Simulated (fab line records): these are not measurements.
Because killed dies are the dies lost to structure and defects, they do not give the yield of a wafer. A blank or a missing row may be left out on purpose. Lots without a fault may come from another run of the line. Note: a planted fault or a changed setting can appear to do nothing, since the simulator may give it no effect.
Which tool is to blame?	flow n5_finfet	36 wafers sampled from 12 lots at 1 step of a route of 1938

## WHAT THE GAUGES READ, wafer by wafer
N5_BEOL_M10_THK_MEAS_53: measures by xrf.
lot	measured	on	M10_THK (nm)
L075	day 13 05:22	film_metro-01	145.8 141.9 145.8
L077	day 13 18:56	film_metro-01	143.1 145.1 145.6
L080	day 14 11:35	film_metro-01	139.7 141.8 141.1
L083	day 14 19:43	film_metro-01	137.9 142.5 143.0
L084	day 15 01:19	film_metro-01	143.5 142.6 143.1
L092	day 15 13:34	film_metro-02	140.3 137.1 139.9
L088	day 16 04:41	film_metro-01	142.2 141.8 139.0
L089	day 16 13:44	film_metro-01	145.2 139.4 143.3
L091	day 16 19:04	film_metro-01	140.8 142.5 149.6
L097	day 18 02:19	film_metro-02	143.3 148.0 147.3
L096	day 18 04:53	film_metro-01	142.2 142.7 143.9
L095	day 19 03:11	film_metro-02	144.1 142.2 143.8

## EACH LOT AND THE TOOL THAT RAN IT (in order: tool; ch and the chambers of the sampled wafers; start)
The record holds no process step before these readings.

## THE ANSWER, worked out from the rows above alone
Rule: usual is defined by the lots themselves. The widest of any qualifying gaps counts: lots, ordered by their means at a reading, are off when they make up no more than a third of the lots, leave a main group of 4 or more, and stand apart from it by 3 or more times the standard deviation of that group's means. If all means in a main group match to the digits the tables above print for the reading, that group is not used. A lot without any number at a reading at which 4 lots or more have one is off too. All remaining lots with rows at the step are treated as sound.
No lot is off at any reading shown: from this, nothing can be told.

## WHAT WAS PUT IN BY THE SIMULATOR
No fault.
